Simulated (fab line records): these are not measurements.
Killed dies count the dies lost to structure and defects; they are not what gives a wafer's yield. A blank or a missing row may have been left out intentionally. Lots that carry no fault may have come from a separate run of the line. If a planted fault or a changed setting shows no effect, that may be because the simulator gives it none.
Which tool did it? :: flow nand-harc :: 18 wafers from 6 lots sampled at 4 of the route's 1302 steps

== WHAT THE GAUGES READ, wafer by wafer ==
NHARC_END_SORT_01.
lot: L943
measured: day 30 13:32
on: prober-01
killed-at-array: 75 131 80

== TOOL THAT RAN EACH LOT (tool first, then ch and the chambers of the sampled wafers, then the start) ==
lot: L932
NHARC_A_WL_FILL_STRIP_28: wet-bench-04 ch 2,3,5, day 20 07:03
NHARC_A_BONDPAD_ETCH_24: rie-diel-08 ch 0,3, no start
NHARC_THIN_TSV_PRE_CLEAN_50: pvd-sputter-02, no start

lot: L938
NHARC_A_WL_FILL_STRIP_28: wet-bench-02 ch 1,4,5, day 23 08:03
NHARC_A_BONDPAD_ETCH_24: rie-diel-07 ch 2,3, no start
NHARC_THIN_TSV_PRE_CLEAN_50: pvd-sputter-02, no start

lot: L943
NHARC_A_WL_FILL_STRIP_28: wet-bench-04 ch 0,4,7, day 25 21:45
NHARC_A_BONDPAD_ETCH_24: rie-diel-11 ch 1,2,3, day 30 13:32 or earlier
NHARC_THIN_TSV_PRE_CLEAN_50: pvd-sputter-03, day 30 13:32 or earlier

lot: L946
NHARC_A_WL_FILL_STRIP_28: wet-bench-02 ch 0,6,7, day 27 06:31
NHARC_A_BONDPAD_ETCH_24: rie-diel-08 ch 0,1,2, no start
NHARC_THIN_TSV_PRE_CLEAN_50: pvd-sputter-03, no start

lot: L950
NHARC_A_WL_FILL_STRIP_28: wet-bench-04 ch 1,2,4, day 29 00:08
NHARC_A_BONDPAD_ETCH_24: rie-diel-08 ch 0,1, no start
NHARC_THIN_TSV_PRE_CLEAN_50: pvd-sputter-03, no start

lot: L953
NHARC_A_WL_FILL_STRIP_28: wet-bench-04 ch 2,3,7, day 29 17:56
NHARC_A_BONDPAD_ETCH_24: rie-diel-07 ch 0,3, no start
NHARC_THIN_TSV_PRE_CLEAN_50: pvd-sputter-01, no start
- NHARC_A_WL_FILL_STRIP_28: strips in post etch residue remover, time 1200 s.
- NHARC_A_BONDPAD_ETCH_24: etches the open film in CF4/N2, target depth 30 nm, time 72.99 s.
- NHARC_THIN_TSV_PRE_CLEAN_50: time 30 s.

== THE ANSWER, worked out from the rows above alone ==
Rule: what is usual is taken from the lots themselves. Put in order of their means at a reading, lots are off if they are a third of the lots or fewer, leave a main group of 4 or more, and stand apart from it by a gap of 3 or more times the standard deviation of the main group's means; of several such gaps the widest counts. The tables above print the reading to a certain number of digits; a main group whose means all agree to those digits is not used. A lot without any number at a reading at which 4 lots or more have one is off too. The other lots that the step has rows for count as sound.
None of the lots is off at any reading shown; this tells nothing.

== WHAT THE SIMULATOR HAD PUT IN ==
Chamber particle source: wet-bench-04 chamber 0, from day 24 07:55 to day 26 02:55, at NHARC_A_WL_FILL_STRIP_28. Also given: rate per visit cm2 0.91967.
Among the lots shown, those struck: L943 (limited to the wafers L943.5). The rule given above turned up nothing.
